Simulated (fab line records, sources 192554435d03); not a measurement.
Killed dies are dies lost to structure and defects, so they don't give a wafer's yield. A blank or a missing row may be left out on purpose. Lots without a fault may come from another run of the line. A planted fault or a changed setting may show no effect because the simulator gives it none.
Which tool did it? | flow n5_finfet | 24 lots, 72 wafers sampled, at 6 steps of a route of 1938

WHAT THE GAUGES READ, wafer by wafer
N5_BEOL_M5_INSPECT_58: inspects for defects (darkfield). Usual: raw_defect_count 79, standard deviation 24.
lot  | measured     | on                | raw_defect_count | flag
L075 | day 8 06:50  | defect_inspect-02 | 71 72 98         |
L074 | day 8 11:46  | defect_inspect-02 | 99 104 80        |
L076 | day 9 02:54  | defect_inspect-02 | 101 80 133       |
L077 | day 9 05:24  | defect_inspect-01 | 92 104 88        |
L079 | day 9 13:38  | defect_inspect-01 | 77 82 71         |
L078 | day 9 17:58  | defect_inspect-01 | 87 56 97         |
L080 | day 9 19:37  | defect_inspect-01 | 65 63 68         |
L081 | day 10 00:28 | defect_inspect-01 | 36 37 55         |
L082 | day 10 08:31 | defect_inspect-02 | 64 70 66         |
L083 | day 10 11:23 | defect_inspect-01 | 55 91 74         |
L084 | day 11 00:36 | defect_inspect-01 | 78 81 88         |
L087 | day 11 15:48 | defect_inspect-02 | 31 44 65         |
L085 | day 11 22:05 | defect_inspect-01 | 66 78 74         |
L086 | day 11 22:50 | defect_inspect-01 | 43 37 63         |
L088 | day 12 16:39 | defect_inspect-02 | 98 51 66         |
L089 | day 12 17:08 | defect_inspect-02 | 67 111 64        |
L091 | day 12 19:49 | defect_inspect-01 | 59 113 125       |
L090 | day 12 22:35 | defect_inspect-02 | 106 103 112      |
L092 | day 12 22:46 | defect_inspect-01 | 71 89 81         |
L093 | day 13 00:34 | defect_inspect-01 | 126 111 182      |
L094 | day 13 04:30 | defect_inspect-01 | 65 90 90         |
L095 | day 13 19:49 | defect_inspect-01 | 86 65 97         |
L096 | day 14 00:44 | defect_inspect-01 | 39 62 68         |
L097 | day 14 11:14 | defect_inspect-01 | 58 63 58         |

N5_BEOL_M6_CD_MEAS_18: pitch 80 nm, target cd 40 nm. Usual: cd_nm 39.9 nm, standard deviation 0.78.
lot  | measured     | on        | cd_nm (nm)     | flag
L075 | day 8 09:30  | cd_sem-02 | 40.3 40.9 39.7 |
L074 | day 8 15:05  | cd_sem-02 | 39.4 39.6 38.9 |
L076 | day 9 05:17  | cd_sem-01 | 39.9 39.9 39.8 |
L077 | day 9 08:43  | cd_sem-03 | 39.3 40.3 38.7 |
L079 | day 9 16:34  | cd_sem-03 | 40.6 41.8 40.0 |
L078 | day 9 20:43  | cd_sem-01 | 40.5 38.6 41.3 |
L080 | day 9 21:51  | cd_sem-01 | 39.4 39.0 39.1 |
L081 | day 10 02:07 | cd_sem-03 | 40.4 40.4 40.8 |
L082 | day 10 10:35 | cd_sem-02 | 38.4 39.4 39.3 |
L083 | day 10 14:08 | cd_sem-01 | 39.6 40.1 39.7 |
L084 | day 11 03:37 | cd_sem-02 | 40.1 40.8 39.7 |
L087 | day 11 21:38 | cd_sem-02 | 40.3 39.6 41.3 |
L085 | day 12 01:01 | cd_sem-01 | 41.0 39.4 40.3 |
L086 | day 12 01:34 | cd_sem-03 | 39.6 40.4 40.0 |
L088 | day 12 22:34 | cd_sem-02 | 38.9 38.5 38.9 |
L089 | day 12 22:49 | cd_sem-03 | 40.4 40.9 39.5 |
L091 | day 12 23:10 | cd_sem-02 | 39.4 40.3 40.6 |
L090 | day 13 01:07 | cd_sem-02 | 38.8 39.2 39.6 |
L092 | day 13 01:55 | cd_sem-01 | 40.9 39.3 40.9 |
L093 | day 13 02:57 | cd_sem-01 | 39.4 38.6 38.7 |
L094 | day 13 06:21 | cd_sem-03 | 39.7 40.0 39.2 |
L095 | day 13 23:29 | cd_sem-03 | 40.7 39.3 40.8 |
L096 | day 14 04:10 | cd_sem-03 | 39.7 38.8 39.7 |
L097 | day 14 14:55 | cd_sem-02 | 39.6 39.8 41.3 |

N5_BEOL_M6_INSPECT_30: inspects for defects (brightfield). Usual: raw_defect_count 417, standard deviation 86.
lot  | measured     | on                | raw_defect_count | flag
L075 | day 8 09:54  | defect_inspect-01 | 438 343 458      |
L074 | day 8 15:48  | defect_inspect-01 | 487 483 526      |
L076 | day 9 05:49  | defect_inspect-02 | 329 336 476      |
L077 | day 9 09:06  | defect_inspect-02 | 653 552 429      |
L079 | day 9 17:00  | defect_inspect-02 | 468 486 503      |
L078 | day 9 23:04  | defect_inspect-01 | 288 279 392      |
L080 | day 9 23:14  | defect_inspect-02 | 535 364 342      |
L081 | day 10 02:38 | defect_inspect-01 | 590 550 373      |
L082 | day 10 10:59 | defect_inspect-01 | 395 337 311      |
L083 | day 10 14:32 | defect_inspect-01 | 281 363 411      |
L084 | day 11 05:05 | defect_inspect-02 | 440 377 451      |
L087 | day 11 23:16 | defect_inspect-01 | 264 253 386      |
L085 | day 12 02:55 | defect_inspect-01 | 382 438 380      |
L086 | day 12 02:44 | defect_inspect-01 | 397 416 365      |
L088 | day 12 23:07 | defect_inspect-01 | 435 331 511      |
L089 | day 12 23:13 | defect_inspect-02 | 302 418 332      |
L091 | day 13 00:37 | defect_inspect-01 | 380 358 455      |
L090 | day 13 01:38 | defect_inspect-01 | 564 493 400      |
L092 | day 13 02:58 | defect_inspect-01 | 304 415 400      |
L093 | day 13 03:20 | defect_inspect-02 | 660 634 722      |
L094 | day 13 06:55 | defect_inspect-01 | 396 401 402      |
L095 | day 14 00:11 | defect_inspect-02 | 516 559 526      |
L096 | day 14 05:01 | defect_inspect-02 | 318 402 439      |
L097 | day 14 18:19 | defect_inspect-02 | 390 327 316      |

N5_BEOL_M7_OVL_MEAS_12. Usual: M7_OVL 0.2 nm, standard deviation 0.73.
lot  | measured     | on         | M7_OVL (nm)    | flag
L075 | day 8 16:12  | overlay-02 | 1.7 0.3 0.7    |
L074 | day 9 00:40  | overlay-02 | 0.2 0.4 1.0    |
L076 | day 9 12:23  | overlay-01 | -0.6 -0.2 -0.1 |
L077 | day 9 15:28  | overlay-01 | 0.1 0.5 0.8    |
L079 | day 9 21:28  | overlay-02 | 1.2 1.2 1.8    |
L078 | day 10 03:36 | overlay-02 | -0.5 -1.6 -0.5 |
L080 | day 10 04:55 | overlay-01 | 0.0 -1.0 -0.3  |
L081 | day 10 08:17 | overlay-01 | -1.0 -0.3 0.0  |
L082 | day 10 15:37 | overlay-01 | -0.6 -0.8 -0.5 |
L083 | day 10 20:22 | overlay-02 | 0.9 0.1 -0.7   |
L084 | day 11 11:52 | overlay-01 | 0.6 0.8 0.7    |
L087 | day 12 05:08 | overlay-02 | 0.2 0.4 -0.3   |
L085 | day 12 09:50 | overlay-01 | 0.4 -0.5 -0.1  |
L086 | day 12 08:59 | overlay-02 | -0.9 -0.2 -0.7 |
L088 | day 13 04:20 | overlay-02 | 0.5 0.9 0.2    |
L089 | day 13 04:37 | overlay-02 | -0.1 0.3 0.1   |
L091 | day 13 05:02 | overlay-02 | -0.2 0.3 0.3   |
L090 | day 13 06:44 | overlay-02 | -0.8 0.3 0.3   |
L092 | day 13 07:28 | overlay-01 | 1.0 -0.4 -0.3  |
L093 | day 13 07:52 | overlay-01 | 1.3 -0.4 0.0   |
L094 | day 13 12:00 | overlay-02 | -1.2 -1.1 -0.4 |
L095 | day 14 06:34 | overlay-01 | 1.6 0.8 0.6    |
L096 | day 14 11:16 | overlay-02 | 2.0 0.8 0.5    |
L097 | day 15 01:46 | overlay-01 | 0.1 1.3 -0.2   |

WHICH TOOL RAN EACH LOT (tool, then ch and the chambers of the sampled wafers, then the start)
lot  | N5_BEOL_M6_DESCUM_16               | N5_BEOL_M6_ANNEAL_51
L075 | rie_diel-03 ch 2,3, day 8 09:02    | rtp_anneal-01 ch 0, day 8 13:04
L074 | rie_diel-04 ch 1,2,3, day 8 14:37  | rtp_anneal-02 ch 0, day 8 20:30
L076 | rie_diel-03 ch 1,2, day 9 04:50    | rtp_anneal-01 ch 0, day 9 09:01
L077 | rie_diel-05 ch 0,1, day 9 08:07    | rtp_anneal-02 ch 0, day 9 11:56
L079 | rie_diel-05 ch 0,1,3, day 9 16:04  | rtp_anneal-02 ch 0, day 9 19:04
L078 | rie_diel-03 ch 0,2,3, day 9 20:16  | rtp_anneal-02 ch 0, day 10 01:44
L080 | rie_diel-03 ch 0,1, day 9 21:22    | rtp_anneal-01 ch 0, day 10 02:31
L081 | rie_diel-04 ch 2,3, day 10 01:38   | rtp_anneal-01 ch 0, day 10 04:44
L082 | rie_diel-03 ch 0,1,3, day 10 10:01 | rtp_anneal-01 ch 0, day 10 13:35
L083 | rie_diel-04 ch 0,1,3, day 10 13:32 | rtp_anneal-01 ch 0, day 10 18:06
L084 | rie_diel-03 ch 0,3, day 11 03:02   | rtp_anneal-01 ch 0, day 11 08:10
L087 | rie_diel-04 ch 0,1,3, day 11 21:10 | rtp_anneal-02 ch 0, day 12 01:43
L085 | rie_diel-05 ch 0,2,3, day 12 00:34 | rtp_anneal-01 ch 0, day 12 06:22
L086 | rie_diel-03 ch 0,1, day 12 01:06   | rtp_anneal-02 ch 0, day 12 06:14
L088 | rie_diel-03 ch 1,2, day 12 22:03   | rtp_anneal-02 ch 0, day 13 01:59
L089 | rie_diel-04 ch 1,2, day 12 22:22   | rtp_anneal-02 ch 0, day 13 02:23
L091 | rie_diel-03 ch 0,2,3, day 12 22:43 | rtp_anneal-02 ch 0, day 13 02:43
L090 | rie_diel-05 ch 0,1,3, day 13 00:39 | rtp_anneal-01 ch 0, day 13 04:48
L092 | rie_diel-05 ch 0,2, day 13 01:26   | rtp_anneal-02 ch 0, day 13 05:07
L093 | rie_diel-05 ch 0,1,3, day 13 02:29 | rtp_anneal-01 ch 0, day 13 05:34
L094 | rie_diel-03 ch 1,2,3, day 13 05:48 | rtp_anneal-01 ch 0, day 13 09:46
L095 | rie_diel-05 ch 1,2, day 13 23:02   | rtp_anneal-02 ch 0, day 14 03:41
L096 | rie_diel-05 ch 0,2,3, day 14 03:43 | rtp_anneal-01 ch 0, day 14 07:12
L097 | rie_diel-04 ch 0,1,2, day 14 14:26 | rtp_anneal-01 ch 0, day 14 21:21
- N5_BEOL_M6_DESCUM_16: chemistry O2, time 7.9 s.
- N5_BEOL_M6_ANNEAL_51: time 90 s.

WHAT THE TOOLS THEMSELVES READ (means of the sampled wafers that have a number; where no wafer has one, the mark that the record gives instead)
N5_BEOL_M6_DESCUM_16. Usual: bias_power_w 20.00 W, standard deviation 0.056; drypump_motor_current_A 5.6 A, standard deviation 0.42; oes_product_au 0.81 a.u., standard deviation 0.097; rf_vpp_V 243.1 V, standard deviation 1.2; showerhead_plenum_p_Torr 2.10 Torr, standard deviation 0.053; throttle_valve_pct 20.58 %, standard deviation 0.21.
lot  | tool        | bias_power_w (W) | drypump_motor_current_A (A) | oes_product_au (a.u.) | rf_vpp_V (V) | showerhead_plenum_p_Torr (Torr) | throttle_valve_pct (%) | flag
L075 | rie_diel-03 | 20.00            | 5.4                         | 0.84                  | 243.7        | 2.14                            | 20.51                  |
L074 | rie_diel-04 | 19.95            | 5.7                         | 0.82                  | 243.1        | 2.09                            | 20.62                  |
L076 | rie_diel-03 | 20.04            | 6.0                         | 0.77                  | 244.0        | 2.14                            | 20.65                  |
L077 | rie_diel-05 | 20.01            | 5.8                         | 0.78                  | 242.1        | 2.05                            | 20.60                  |
L079 | rie_diel-05 | 20.01            | 5.7                         | 0.77                  | 242.2        | 2.08                            | 20.71                  |
L078 | rie_diel-03 | 20.07            | 5.6                         | 0.84                  | 242.7        | 2.11                            | 20.46                  |
L080 | rie_diel-03 | 19.99            | 6.0                         | 0.92                  | 241.9        | 2.08                            | 20.34                  |
L081 | rie_diel-04 | 20.01            | 5.8                         | 0.82                  | 242.5        | 2.10                            | 20.76                  |
L082 | rie_diel-03 | 20.07            | 5.9                         | 0.88                  | 244.1        | 2.10                            | 20.42                  |
L083 | rie_diel-04 | 19.96            | 5.4                         | 0.77                  | 242.8        | 2.10                            | 20.54                  |
L084 | rie_diel-03 | 20.01            | 5.6                         | 0.88                  | 244.0        | 2.10                            | 20.38                  |
L087 | rie_diel-04 | 20.02            | 5.5                         | 0.86                  | 242.5        | 2.10                            | 20.43                  |
L085 | rie_diel-05 | 19.97            | 5.7                         | 0.70                  | 242.6        | 2.07                            | 20.77                  |
L086 | rie_diel-03 | 20.02            | 6.1                         | 0.83                  | 243.1        | 2.10                            | 20.50                  |
L088 | rie_diel-03 | 19.96            | 6.0                         | 0.84                  | 243.3        | 2.13                            | 20.55                  |
L089 | rie_diel-04 | 20.03            | 5.4                         | 0.83                  | 242.3        | 2.04                            | 20.72                  |
L091 | rie_diel-03 | 20.00            | 5.5                         | 0.89                  | 244.3        | 2.10                            | 20.35                  |
L090 | rie_diel-05 | 20.02            | 5.7                         | 0.74                  | 243.0        | 2.07                            | 20.75                  |
L092 | rie_diel-05 | 19.98            | 5.8                         | 0.70                  | 242.2        | 2.04                            | 20.66                  |
L093 | rie_diel-05 | 20.03            | 5.7                         | 0.74                  | 242.2        | 2.07                            | 20.76                  |
L094 | rie_diel-03 | 20.01            | 5.7                         | 0.86                  | 243.5        | 2.13                            | 20.50                  |
L095 | rie_diel-05 | 20.03            | 5.3                         | 0.76                  | 243.4        | 2.13                            | 20.77                  |
L096 | rie_diel-05 | 20.01            | 5.7                         | 0.69                  | 242.6        | 2.07                            | 20.79                  |
L097 | rie_diel-04 | 19.97            | 5.2                         | 0.80                  | 243.3        | 2.06                            | 20.65                  |

N5_BEOL_M6_ANNEAL_51. Usual: wafer_temp_C_max 225.9, standard deviation 0.52.
lot  | tool          | wafer_temp_C_max | flag
L075 | rtp_anneal-01 | 225.5            |
L074 | rtp_anneal-02 | 226.3            |
L076 | rtp_anneal-01 | 225.8            |
L077 | rtp_anneal-02 | 226.4            |
L079 | rtp_anneal-02 | 226.6            |
L078 | rtp_anneal-02 | 226.5            |
L080 | rtp_anneal-01 | 225.7            |
L081 | rtp_anneal-01 | 225.3            |
L082 | rtp_anneal-01 | 225.5            |
L083 | rtp_anneal-01 | 225.4            |
L084 | rtp_anneal-01 | 225.5            |
L087 | rtp_anneal-02 | 226.5            |
L085 | rtp_anneal-01 | 225.0            |
L086 | rtp_anneal-02 | 226.2            |
L088 | rtp_anneal-02 | 226.3            |
L089 | rtp_anneal-02 | 226.5            |
L091 | rtp_anneal-02 | 226.5            |
L090 | rtp_anneal-01 | 225.5            |
L092 | rtp_anneal-02 | 226.6            |
L093 | rtp_anneal-01 | 225.4            |
L094 | rtp_anneal-01 | 225.3            |
L095 | rtp_anneal-02 | 226.6            |
L096 | rtp_anneal-01 | 225.4            |
L097 | rtp_anneal-01 | 225.5            |

THE ANSWER, worked out from the rows above alone
Rule: a lot is off if the mean of its wafers that have a number lies more than 3 standard deviations from the usual mean. A lot without any number at a reading at which 4 lots or more have one is off too. The other lots that the step has rows for count as sound. The gauges are gone through in route order, then the tools' own readings, and for those a lot's mean is taken as printed above. The first step at which some lot is off is used, and at that step the reading that is off furthest; a lot without a number counts as furthest.
No lot is off at any reading shown: from this, nothing can be told.

WHAT THE SIMULATOR HAD PUT IN
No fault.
